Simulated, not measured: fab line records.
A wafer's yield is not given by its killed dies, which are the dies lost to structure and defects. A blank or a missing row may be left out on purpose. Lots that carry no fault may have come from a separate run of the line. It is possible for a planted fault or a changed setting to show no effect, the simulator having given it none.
Matching of chambers -- flow n5_finfet -- pecvd-01 running N5_BEOL_M2_DEP_57: 3 sister chambers
The step deposits SiCN from 3MS/NH3, target thk 8 nm, time 14 s. 16 wafers are shown with their chamber, then 8 later ones without.

EACH WAFER AND ITS CHAMBER
wafer,chamber,showerhead_plenum_p_Torr (Torr),throttle_valve_pct (%),chamber_pressure_Torr (Torr)
L076.3,1,3.639,8.3,3.004
L076.4,0,3.670,9.3,3.003
L076.5,1,3.631,8.7,3.010
L078.1,1,3.638,8.3,2.994
L078.3,2,3.659,9.2,3.004
L078.5,1,3.637,8.5,2.989
L080.2,0,3.663,9.3,3.000
L080.4,1,3.635,8.6,3.003
L080.6,0,3.667,9.3,2.992
L085.1,2,3.653,8.6,2.996
L085.3,1,3.642,8.2,3.007
L085.6,0,3.659,9.7,2.995
L088.3,0,3.674,9.6,2.996
L088.5,0,3.677,9.7,2.995
L088.6,1,3.639,8.5,2.998
L093.3,0,3.661,9.4,3.004

SIGNATURES, as means of the wafers listed above
reading,chamber 0,chamber 1,chamber 2,scatter within a chamber
showerhead_plenum_p_Torr,3.66729,3.63729,3.65600,0.0053
throttle_valve_pct,9.471,8.443,8.900,0.213
chamber_pressure_Torr,2.99786,3.00071,3.00000,0.00612
Rule: for each reading, subtract the chamber's mean from the wafer's reading, divide by that reading's scatter and square the result; add these up over the readings and take the root, which gives the wafer's distance from the chamber. If the next closest chamber is less than 2 further off than the closest, the wafer can't be placed; otherwise it belongs to the closest. The scatter is the square root of a quotient: the sum, over the shown wafers, of each reading's squared deviation from its chamber's mean, divided by wafers minus chambers.

WAFERS MISSING THEIR CHAMBER
wafer,showerhead_plenum_p_Torr (Torr),throttle_valve_pct (%),chamber_pressure_Torr (Torr)
L093.5,3.644,8.8,3.005
L093.6,3.664,9.5,2.994
L096.1,3.635,8.6,2.998
L096.2,3.662,9.3,3.005
L096.4,3.666,9.4,2.996
L097.3,3.667,9.7,2.989
L097.5,3.655,9.6,2.995
L097.6,3.639,8.6,3.004

THE CHAMBER EACH PASSED THROUGH
wafer,from the rows above,in truth
L093.5,can't be placed: 1 or 2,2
L093.6,0,0
L096.1,1,1
L096.2,can't be placed: 0 or 2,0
L096.4,0,0
L097.3,0,0
L097.5,can't be placed: 0 or 2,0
L097.6,1,1
Correctly placed: 5 of 8. Unplaceable from these rows: 3, with the true chamber sitting among the candidates in 3. Placed wrongly: 0.
